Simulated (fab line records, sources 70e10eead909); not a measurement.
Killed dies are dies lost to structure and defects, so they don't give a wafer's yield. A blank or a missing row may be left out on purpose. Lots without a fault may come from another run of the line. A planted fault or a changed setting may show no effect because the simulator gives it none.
Chamber matching | flow nand_harc | NHARC_A_STAIRCASE_DESCUM_443 on rie_diel-06: 4 sister chambers
The step chemistry O2, time 3 s. 20 wafers are shown with their chamber, then 10 later ones without.

WAFERS WITH THEIR CHAMBER
wafer  | chamber | drypump_motor_current_A (A) | showerhead_plenum_p_Torr (Torr) | oes_product_au (a.u.)
L076.1 | 2       | 5.5                         | 2.01                            | 1.012
L076.2 | 3       | 4.8                         | 2.00                            | 0.973
L076.6 | 2       | 5.5                         | 2.01                            | 1.012
L079.1 | 0       | 5.6                         | 1.95                            | 1.011
L079.4 | 2       | 5.5                         | 2.01                            | 1.015
L079.6 | 3       | 4.8                         | 2.00                            | 0.985
L082.4 | 3       | 4.8                         | 2.00                            | 0.985
L082.5 | 1       | 5.7                         | 1.86                            | 0.995
L082.6 | 2       | 5.5                         | 2.01                            | 1.003
L081.1 | 3       | 4.8                         | 2.00                            | 1.000
L081.3 | 2       | 5.5                         | 2.01                            | 1.012
L081.5 | 3       | 4.8                         | 2.00                            | 0.997
L081.2 | 0       | 5.6                         | 1.95                            | 1.009
L081.4 | 1       | 5.6                         | 1.85                            | 0.977
L081.6 | 2       | 5.5                         | 2.01                            | 1.018
L086.1 | 3       | 4.8                         | 1.99                            | 0.992
L086.2 | 2       | 5.5                         | 2.01                            | 0.997
L086.5 | 2       | 5.5                         | 2.01                            | 1.002
L088.1 | 1       | 5.7                         | 1.85                            | 0.986
L088.3 | 0       | 5.6                         | 1.94                            | 1.000

SIGNATURES (means of the wafers above)
reading                  | chamber 0 | chamber 1 | chamber 2 | chamber 3 | scatter within a chamber
drypump_motor_current_A  | 5.600     | 5.667     | 5.500     | 4.800     | 0.0204
showerhead_plenum_p_Torr | 1.9467    | 1.8533    | 2.0100    | 1.9983    | 0.00368
oes_product_au           | 1.00667   | 0.98600   | 1.00887   | 0.98867   | 0.00823
Rule: a wafer's distance from a chamber is the root of the sum, over the readings, of the square of ((its reading less the chamber's mean) divided by the reading's scatter). The wafer belongs to the nearest chamber; if the next one is less than 2 further off, it can't be placed. The scatter: the root of (the sum of the squares of (reading less its chamber's mean) over the shown wafers, divided by (wafers less chambers)).

WAFERS WITHOUT THEIR CHAMBER
wafer  | drypump_motor_current_A (A) | showerhead_plenum_p_Torr (Torr) | oes_product_au (a.u.)
L088.6 | 5.7                         | 1.85                            | 0.990
L091.1 | 5.7                         | 1.85                            | 0.987
L091.3 | 5.5                         | 2.00                            | 1.003
L091.5 | 5.5                         | 2.00                            | 1.012
L091.2 | 5.6                         | 1.94                            | 1.007
L091.4 | 4.8                         | 1.99                            | 0.984
L091.6 | 5.6                         | 1.85                            | 0.990
L097.3 | 5.6                         | 1.94                            | 0.984
L097.4 | 5.5                         | 2.00                            | 1.005
L097.6 | 4.8                         | 1.99                            | 0.971

WHICH CHAMBER EACH WENT THROUGH
wafer  | from the rows above | in truth
L088.6 | 1                   | 1
L091.1 | 1                   | 1
L091.3 | 2                   | 2
L091.5 | 2                   | 2
L091.2 | 0                   | 0
L091.4 | 3                   | 3
L091.6 | 1                   | 1
L097.3 | 0                   | 0
L097.4 | 2                   | 2
L097.6 | 3                   | 3
Placed correctly: 10 of 10. Can't be placed from these rows: 0. Placed wrongly: 0.
